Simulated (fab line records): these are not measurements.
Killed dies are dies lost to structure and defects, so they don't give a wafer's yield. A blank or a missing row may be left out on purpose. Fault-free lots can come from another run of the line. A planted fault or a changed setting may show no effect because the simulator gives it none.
Split-lot trial    flow n5 finfet    39 wafers read from 7 lots, route of 1938 steps

ABOUT THE SPLIT
At N5_BEOL_M4_ILD_DEP_00 (deposits SiOC from DEMS/O2, target thk 79 nm, time 15.3 s), the setting time s was moved away from the recipe's 15.3 s on 9 of the 39 wafers read, by -42.9% to +18.4%. This setting was run at the recipe's value on the other wafers.

No step appears in the file between the split and the reading.

THE READING
M4_ILD_THK in nanometres, read at N5_BEOL_M4_THK_MEAS_01. A value of 79.0 nm with a standard deviation of 1.1 nm is what fault-free wafers of this fab line usually give.

wafer   tool, chamber at the split  time s as run, s  against the recipe  M4_ILD_THK, nm  against lot-mates on the recipe
L075.1  pecvd-02, 2                 15.3              recipe              78.8            -
L075.2  pecvd-02, 1                 15.3              recipe              79.7            -
L075.3  pecvd-02, 0                 8.735             -42.9%              44.4            -35.1
L075.4  pecvd-02, 2                 15.3              recipe              80.1            -
L075.5  pecvd-02, 1                 8.735             -42.9%              47.0            -32.5
L075.6  pecvd-02, 0                 8.735             -42.9%              44.7            -34.8
L077.1  pecvd-03, 2                 15.3              recipe              80.5            -
L077.2  pecvd-03, 1                 15.3              recipe              78.2            -
L077.5  pecvd-03, 2                 15.3              recipe              81.7            -
L082.1  pecvd-01, 0                 17.78             +16.2%              90.6            +10.2
L082.2  pecvd-01, 1                 17.78             +16.2%              91.4            +11.0
L082.3  pecvd-01, 2                 15.3              recipe              79.6            -
L082.4  pecvd-01, 0                 15.3              recipe              80.2            -
L082.5  pecvd-01, 2                 15.3              recipe              81.4            -
L082.6  pecvd-01, 1                 17.78             +16.2%              91.8            +11.4
L081.1  pecvd-02, 0                 18.11             +18.4%              91.5            +12.6
L081.2  pecvd-02, 1                 18.11             +18.4%              92.2            +13.3
L081.3  pecvd-02, 2                 15.3              recipe              78.5            -
L081.4  pecvd-02, 2                 15.3              recipe              80.0            -
L081.5  pecvd-02, 1                 18.11             +18.4%              94.6            +15.7
L081.6  pecvd-02, 0                 15.3              recipe              78.3            -
L085.1  pecvd-01, 2,0               15.3              recipe              79.6            -
L085.2  pecvd-01, 0                 15.3              recipe              77.5            -
L085.3  pecvd-01, 1                 15.3              recipe              78.1            -
L085.4  pecvd-01, 2,0               15.3              recipe              79.7            -
L085.5  pecvd-01, 2                 15.3              recipe              80.7            -
L085.6  pecvd-01, 1                 15.3              recipe              80.3            -
L087.1  pecvd-01, 0,2               15.3              recipe              78.5            -
L087.2  pecvd-01, 1                 15.3              recipe              77.8            -
L087.3  pecvd-01, 0,2               15.3              recipe              78.4            -
L087.4  pecvd-01, 2                 15.3              recipe              80.4            -
L087.5  pecvd-01, 0,1               15.3              recipe              78.8            -
L087.6  pecvd-01, 0,1               15.3              recipe              78.9            -
L093.1  pecvd-01, 1                 15.3              recipe              78.0            -
L093.2  pecvd-01, 2                 15.3              recipe              78.5            -
L093.3  pecvd-01, 0                 15.3              recipe              78.6            -
L093.4  pecvd-01, 0                 15.3              recipe              78.7            -
L093.5  pecvd-01, 2                 15.3              recipe              80.1            -
L093.6  pecvd-01, 1                 15.3              recipe              79.6            -
Rows listing several chambers each stand for several wafers; the file does not say which wafer went through which chamber.

FIT RESULTS
A straight line over all 39 wafers: M4_ILD_THK changes by +0.777 nm for each +1% of time s; r = +0.99; the points scatter about the line by 1.1 nm.
The same after taking each lot's own level away (the mean of its wafers on the recipe; 39 wafers): +0.776 nm for each +1%; r = +0.99; scatter 1.1 nm.
The reading moves by 33 nm for the largest change in time s, on that fit.
Measured against the standard deviation above, the lots' own levels, which go from 78.80 to 80.40 nm, span 1.5 times it.
Consequently the slope shifts little with the lot-to-lot level, the two slopes agreeing.
Check: with one of the wafers moved furthest among these (-42.9%) left out of the fit, the line predicts -32.9 nm for it against its lot-mates. Against them it came out at -35.1 nm.

OTHER SPLITS ON THESE WAFERS
Other splits were also applied to these wafers ahead of the reading. Each is held against what the fit with the lots' levels taken away leaves over:
other split on the same wafers  wafers away from the commonest value  r with M4_ILD_THK (lot level and that fit taken away)
N5_BEOL_M0_SAQP_ETCH_84 time s  12                                    -0.30
N5_BEOL_M1_ETCH_70 time s       12                                    +0.02

THE WHOLE CHAIN: every reading that the file lists as answering this split, in the file's order
step                    what it does                                               reading                                                                             change (the file's fit)                r (the file's)
N5_BEOL_M4_ILD_DEP_00   deposits SiOC from DEMS/O2, target thk 79 nm, time 15.3 s  SiOC_of_BEOL_M4_ILD_DEP_00.thk nm (the simulator's own value, which no gauge read)  +0.776 nm for each +1% of the setting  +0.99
N5_BEOL_M4_THK_MEAS_01                                                             M4_ILD_THK                                                                          +0.777 for each +1% of the setting     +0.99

FILE'S OWN FIT
M4_ILD_THK changes by +0.777 nm for each +1% of time s, r = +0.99.
